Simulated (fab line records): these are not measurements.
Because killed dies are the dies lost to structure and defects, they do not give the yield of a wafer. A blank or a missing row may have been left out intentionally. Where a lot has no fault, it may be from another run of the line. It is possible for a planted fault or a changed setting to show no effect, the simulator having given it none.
fab line records	flow n5-finfet
[record] lots = 7	wafers = 39
route steps=1938 shown BEOL_M6@1239
start-h: hours from the record's opening day to when the first of the lot's shown wafers began	wait-h: how many hours have passed since the lot's step before this one	" same as the row above	L1.1+2: one row covering several wafers at once	- no value, or no start was given	* or withheld: withheld	< > ~ a bound
route shown NAME@n: names a module that has steps shown in the file, with the first one's number in the route	usual: mean/standard deviation of fault-free wafers	same: alike in all rows	chamber/n: place in a boat	sites: per-site readings	_std_site: the values' standard deviation	_edge_site: outer sites' mean less inner sites'	radius-mm: for every site, how far away it sits from the centre of the wafer	mask NAME#n: copy n	behind: the most recent tool/chamber to have shaped the wafer	hold: why the lot was held/for how many hours/how that ended	device: names the non-switching transistor (n, p or np)	end of line: the tests these same wafers got at the end of their route	where a step has no rows: the recipe by itself	killed: dies that structure and defects cost at the first sort, which is not the same as the wafer's yield	map: a wafer's dies, x killed, . not, _ none there
set.NAME: the setting as run; set.NAME@STEP: as run at that earlier step	model.NAME: the simulator's own value behind a step, which no gauge read
lots whose settings were changed on purpose; a table a step, a row a wafer
[[steps]]
[step N5_BEOL_M6_TRENCH_ETCH_37]
[recipe] chemistry = C4F6/O2	target-depth-a = 944.35	target = SiCOH_lowk	time-s = 31.5	ion-energy-ev = 250	pressure-mtorr = 30	source-w = 345	bias-w = 185	Ar_flow_sccm = 300	C4F6_flow_sccm = 10	O2_flow_sccm = 10
lot.wafer	tool	chamber	start-h	wait-h	set.time-s	model.BEOL_M6.feature-depth-nm	model.etch.depth-nm	model.TiN_of_BEOL_M6_HM_DEP_02.thk-nm
L079.1	rie-diel-04	2	-	-	23.32	69	68.96	18.2
L079.2	"	1	"	"	31.5	98	98.05	17.6
L079.3	"	0	"	"	31.5	96.6	96.63	17.8
L079.4	"	3	"	"	23.32	71	71.05	18.6
L079.5	"	0	"	"	23.32	71.6	71.65	18
L079.6	"	1	"	"	31.5	98.8	98.81	17.6
L082.1	rie-diel-02	3	-	-	31.5	97.4	97.3	17.2
L082.2	"	1	"	"	31.5	94.6	94.59	17.4
L082.3	"	0	"	"	19.31	58	57.92	18.6
L082.4	"	2	"	"	19.31	57.4	57.3	18.4
L082.5	"	0	"	"	19.31	58	58.03	18.4
L082.6	"	1	"	"	31.5	94.6	94.63	17.6
L083.1	rie-diel-03	1	-	-	31.5	94.2	94.2	17.4
L083.2	"	2	"	"	31.5	94.6	94.66	17
L083.3	"	0	"	"	37.51	112.6	112.6	16.8
L083.4	"	3	"	"	31.5	94.4	94.39	17.4
L083.5	"	3	"	"	37.51	112.4	112.4	16.8
L083.6	"	0	"	"	37.51	112.4	112.5	16.4
L081.1	rie-diel-02	0	-	-	31.5	94.4	94.47	17.6
L081.2	"	1	"	"	31.5	94	94.02	17.6
L081.4	"	3	"	"	31.5	96.6	96.64	17.6
L085.1	rie-diel-04	1	-	-	48.63	151	151	15.4
L085.2	"	0	"	"	31.5	95	94.92	17.4
L085.3	"	2	"	"	31.5	92.8	92.75	17
L085.4	"	3	"	"	48.63	145.2	145.1	15.6
L085.5	"	3	"	"	31.5	94.4	94.4	17
L085.6	"	0	"	"	48.63	147.2	147.1	15.6
L091.1	rie-diel-04	2	-	-	31.5	92.6	92.51	17.2
L091.2	"	0	"	"	31.5	95.6	95.51	17
L091.3	"	1	"	"	31.5	97.6	97.61	17.4
L091.4	"	3	"	"	31.5	94.8	94.77	17.2
L091.5	"	2	"	"	31.5	93	92.99	17.2
L091.6	"	3	"	"	31.5	94.4	94.31	17.4
L095.1	rie-diel-04	2	-	-	46.93	138.8	138.8	16
L095.2	"	0	"	"	31.5	95.6	95.56	17
L095.3	"	3	"	"	31.5	96	95.99	16.8
L095.4	"	1	"	"	46.93	145.6	145.7	16
L095.5	"	1	"	"	31.5	97	96.98	16.8
L095.6	"	0	"	"	46.93	142.2	142.3	15.6
[step N5_BEOL_M6_ETCH_41]
[recipe] chemistry = CH3F/O2	target = SiCN	target-depth-a = 297	taper-deg = 2	time-s = 52	ion-energy-ev = 120	mask-material = TiN	pressure-mtorr = 30	source-w = 395	bias-w = 75	Ar_flow_sccm = 150	CH3F_flow_sccm = 30	O2_flow_sccm = 20
[step N5_BEOL_M6_STRIP_80]
[recipe] chemistry = N2/H2	time-s = 10	power-w = 450	temp-c = 40	pressure-mtorr = 20	rf-frequency-hz = 6e+07	bias-power-w = 7	n2-flow-sccm = 200	h2-flow-sccm = 200
[step N5_BEOL_M6_OCD_MEAS_38]
[usual] trench-depth-nm = 94.8/1.5
lot.wafer	tool	chamber	start-h	wait-h	set.time-s@BEOL_M6_TRENCH_ETCH_37	trench-depth-nm
L079.1	ocd-02	-	229.14	-	23.32	69.1
L079.2	"	-	"	"	31.5	97.8
L079.3	"	-	"	"	31.5	96.8
L079.4	"	-	"	"	23.32	71.3
L079.5	"	-	"	"	23.32	71.4
L079.6	"	-	"	"	31.5	98.7
L082.1	ocd-01	-	229.31	-	31.5	96.8
L082.2	"	-	"	"	31.5	94.8
L082.3	"	-	"	"	19.31	57.7
L082.4	"	-	"	"	19.31	57.0
L082.5	"	-	"	"	19.31	57.8
L082.6	"	-	"	"	31.5	94.9
L083.1	ocd-01	-	234.95	-	31.5	94.1
L083.2	"	-	"	"	31.5	94.6
L083.3	"	-	"	"	37.51	112.4
L083.4	"	-	"	"	31.5	94.2
L083.5	"	-	"	"	37.51	112.7
L083.6	"	-	"	"	37.51	112.3
L081.1	ocd-02	-	240.17	-	31.5	94.8
L081.2	"	-	"	"	31.5	93.6
L081.4	"	-	"	"	31.5	95.8
L085.1	ocd-02	-	261.16	-	48.63	151.3
L085.2	"	-	"	"	31.5	94.6
L085.3	"	-	"	"	31.5	92.6
L085.4	"	-	"	"	48.63	144.9
L085.5	"	-	"	"	31.5	94.9
L085.6	"	-	"	"	48.63	146.7
L091.1	ocd-02	-	299.18	-	31.5	92.9
L091.2	"	-	"	"	31.5	95.6
L091.3	"	-	"	"	31.5	97.7
L091.4	"	-	"	"	31.5	94.5
L091.5	"	-	"	"	31.5	93.2
L091.6	"	-	"	"	31.5	93.8
L095.1	ocd-01	-	324.12	-	46.93	138.8
L095.2	"	-	"	"	31.5	95.1
L095.3	"	-	"	"	31.5	96.0
L095.4	"	-	"	"	46.93	145.5
L095.5	"	-	"	"	31.5	96.9
L095.6	"	-	"	"	46.93	142.3
[step N5_BEOL_M6_HM_STRIP_39]
[recipe] chemistry = peroxide-tin-strip	material = TiN	target-depth-a = 250	temp-c = 50	time-s = 158
[step N5_BEOL_M6_SRD_40]
[recipe] time-s = 30	temp-c = 23	rinse-liquid = diw	dry = ipa-marangoni
[step N5_BEOL_M6_ECD_50]
[recipe] material = Cu	target-thk-a = 3000
[step N5_BEOL_M6_ANNEAL_51]
[recipe] temp-c = 225	time-s = 90	ambient = N2
[step N5_BEOL_M6_CMP_52]
[recipe] stop-on = SiCOH_lowk	t-overpolish-s = 6.9	down-force-psi = 1	platen-rpm = 50	clearing-platen-down-force-psi = 1.5	clearing-platen-rpm = 50	post-cmp-clean = cu-alkaline	target-thk-nm = 80	clearing-platen-pad-velocity-m-s = 0.99484	pad-velocity-m-s = 0.99484
lot.wafer	tool	chamber	start-h	wait-h	set.time-s@BEOL_M6_TRENCH_ETCH_37	model.Cu_of_BEOL_M6_ECD_50.thk-nm
L079.2	cmp-02	2	231.38	0.2	31.5	83.8
L079.4	"	3	"	"	23.32	56.6
L079.1	"	0	"	"	23.32	54.8
L079.3	"	1	"	"	31.5	82.2
L079.5	"	2	"	"	23.32	57
L079.6	"	3	"	"	31.5	83.2
L082.1	cmp-01	1	231.55	0.3	31.5	83
L082.4	"	2	"	"	19.31	43.6
L082.2	"	3	"	"	31.5	79.6
L082.3	"	0	"	"	19.31	43.8
L082.5	"	1	"	"	19.31	44.2
L082.6	"	2	"	"	31.5	80
L083.2	cmp-02	2	236.91	0.2	31.5	80.4
L083.3+6	"	3	"	"	37.51	98.2
L083.4	"	0	"	"	31.5	79.8
L083.1	"	1	"	"	31.5	80.2
L083.5	"	2	"	"	37.51	100.4
L081.2	cmp-01	1	242.80	0.2	31.5	79.8
L081.4	"	2	"	"	31.5	83.4
L081.1	"	3	"	"	31.5	80.2
L085.2	cmp-01	1	263.73	0.2	31.5	81.2
L085.4	"	2	"	"	48.63	131.6
L085.1	"	3	"	"	48.63	137.4
L085.3	"	0	"	"	31.5	79.6
L085.6	"	1	"	"	48.63	134.2
L085.5	"	2	"	"	31.5	81
L091.3	cmp-01	2	302.00	0.2	31.5	83.2
L091.1	"	3	"	"	31.5	76.8
L091.2	"	0	"	"	31.5	81
L091.4	"	1	"	"	31.5	80.6
L091.6	"	2	"	"	31.5	80
L091.5	"	3	"	"	31.5	79.2
L095.3	cmp-03	2	328.54	0.2	31.5	82.2
L095.2	"	3	"	"	31.5	82
L095.1	"	0	"	"	46.93	125
L095.4	"	1	"	"	46.93	132.8
L095.6	"	2	"	"	46.93	128.6
L095.5	"	3	"	"	31.5	82.6
[step N5_BEOL_M6_THK_MEAS_53]
[recipe] thk-meas-gauge = xrf	reads = Cu_of_BEOL_M6_ECD_50
[usual] M6_THK = 79.7/1.6
lot.wafer	tool	chamber	start-h	wait-h	set.time-s@BEOL_M6_TRENCH_ETCH_37	M6_THK[nm]
L079.1	film-metro-01	-	231.67	-	23.32	53.8
L079.2	"	-	"	"	31.5	82.3
L079.3	"	-	"	"	31.5	80.8
L079.4	"	-	"	"	23.32	55.5
L079.5	"	-	"	"	23.32	55.9
L079.6	"	-	"	"	31.5	81.8
L082.1	film-metro-02	-	231.84	-	31.5	82.5
L082.2	"	-	"	"	31.5	78.6
L082.3	"	-	"	"	19.31	43.3
L082.4	"	-	"	"	19.31	43.2
L082.5	"	-	"	"	19.31	43.9
L082.6	"	-	"	"	31.5	79.1
L083.1	film-metro-01	-	237.21	-	31.5	78.2
L083.2	"	-	"	"	31.5	78.6
L083.3	"	-	"	"	37.51	95.9
L083.4	"	-	"	"	31.5	78.2
L083.5	"	-	"	"	37.51	97.6
L083.6	"	-	"	"	37.51	96.2
L081.1	film-metro-01	-	243.06	-	31.5	78.7
L081.2	"	-	"	"	31.5	78.3
L081.4	"	-	"	"	31.5	81.9
L085.1	film-metro-01	-	264.02	-	48.63	135.2
L085.2	"	-	"	"	31.5	79.8
L085.3	"	-	"	"	31.5	78.2
L085.4	"	-	"	"	48.63	129.5
L085.5	"	-	"	"	31.5	80.0
L085.6	"	-	"	"	48.63	132.1
L091.1	film-metro-01	-	302.29	-	31.5	76.6
L091.2	"	-	"	"	31.5	80.7
L091.3	"	-	"	"	31.5	82.7
L091.4	"	-	"	"	31.5	80.1
L091.5	"	-	"	"	31.5	78.9
L091.6	"	-	"	"	31.5	79.7
L095.1	film-metro-01	-	328.83	-	46.93	123.1
L095.2	"	-	"	"	31.5	80.5
L095.3	"	-	"	"	31.5	80.7
L095.4	"	-	"	"	46.93	129.8
L095.5	"	-	"	"	31.5	81.2
L095.6	"	-	"	"	46.93	126.3
[step N5_BEOL_M6_PRE_CLEAN_55]
[recipe] gas = NH3	time-s = 15	temp-c = withheld	rf-power-w = 300
[step N5_BEOL_M6_DEP_56]
[recipe] material = SiCN	target-thk-a = 100	temp-c = withheld	precursor = 3MS/NH3	pressure-torr = 3	rf-w = 202	time-s = 17.5
[step N5_BEOL_M6_RS_MEAS_57]
[recipe] thk-meas-gauge = four-point-probe	reads = Cu_of_BEOL_M6_ECD_50+Co_of_BEOL_M6_CVD_78+TaN_of_BEOL_M6_ALD_77
[usual] M6_RS = 0.283/0.0065
lot.wafer	tool	chamber	start-h	wait-h	set.time-s@BEOL_M6_TRENCH_ETCH_37	M6_RS[ohm/sq]
L079.1	film-metro-01	-	231.80	0.1	23.32	0.451
L079.2	"	-	"	"	31.5	0.271
L079.3	"	-	"	"	31.5	0.277
L079.4	"	-	"	"	23.32	0.434
L079.5	"	-	"	"	23.32	0.430
L079.6	"	-	"	"	31.5	0.274
L082.1	film-metro-01	-	232.01	0.1	31.5	0.274
L082.2	"	-	"	"	31.5	0.288
L082.3	"	-	"	"	19.31	0.601
L082.4	"	-	"	"	19.31	0.601
L082.5	"	-	"	"	19.31	0.591
L082.6	"	-	"	"	31.5	0.286
L083.1	film-metro-02	-	237.34	0.1	31.5	0.286
L083.2	"	-	"	"	31.5	0.283
L083.3	"	-	"	"	37.51	0.225
L083.4	"	-	"	"	31.5	0.287
L083.5	"	-	"	"	37.51	0.220
L083.6	"	-	"	"	37.51	0.226
L081.1	film-metro-01	-	243.19	0.1	31.5	0.285
L081.2	"	-	"	"	31.5	0.286
L081.4	"	-	"	"	31.5	0.272
L085.1	film-metro-02	-	264.15	0.1	48.63	0.155
L085.2	"	-	"	"	31.5	0.281
L085.3	"	-	"	"	31.5	0.288
L085.4	"	-	"	"	48.63	0.162
L085.5	"	-	"	"	31.5	0.282
L085.6	"	-	"	"	48.63	0.159
L091.1	film-metro-02	-	302.46	0.1	31.5	0.300
L091.2	"	-	"	"	31.5	0.282
L091.3	"	-	"	"	31.5	0.273
L091.4	"	-	"	"	31.5	0.283
L091.5	"	-	"	"	31.5	0.289
L091.6	"	-	"	"	31.5	0.286
L095.1	film-metro-02	-	328.99	0.1	46.93	0.172
L095.2	"	-	"	"	31.5	0.278
L095.3	"	-	"	"	31.5	0.278
L095.4	"	-	"	"	46.93	0.160
L095.5	"	-	"	"	31.5	0.275
L095.6	"	-	"	"	46.93	0.166
[[key]]
[split] step = N5_BEOL_M6_TRENCH_ETCH_37	setting = time-s	stated = 31.5	by = wafer
[response] step = N5_BEOL_M6_TRENCH_ETCH_37	reading = model.BEOL_M6.feature-depth-nm	change = +0.974	per = 1%	r = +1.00
[response] step = N5_BEOL_M6_TRENCH_ETCH_37	reading = model.etch.depth-nm	change = +0.975	per = 1%	r = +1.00
[response] step = N5_BEOL_M6_TRENCH_ETCH_37	reading = model.TiN_of_BEOL_M6_HM_DEP_02.thk-nm	change = -0.0259	per = 1%	r = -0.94
[response] step = N5_BEOL_M6_OCD_MEAS_38	reading = trench-depth-nm	change = +0.976	per = 1%	r = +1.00
[response] step = N5_BEOL_M6_CMP_52	reading = model.Cu_of_BEOL_M6_ECD_50.thk-nm	change = +0.975	per = 1%	r = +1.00
[response] step = N5_BEOL_M6_THK_MEAS_53	reading = M6_THK	change = +0.959	per = 1%	r = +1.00
[response] step = N5_BEOL_M6_RS_MEAS_57	reading = M6_RS	shape = bent	at-lowest = 0.598	at-stated = 0.282	at-highest = 0.159
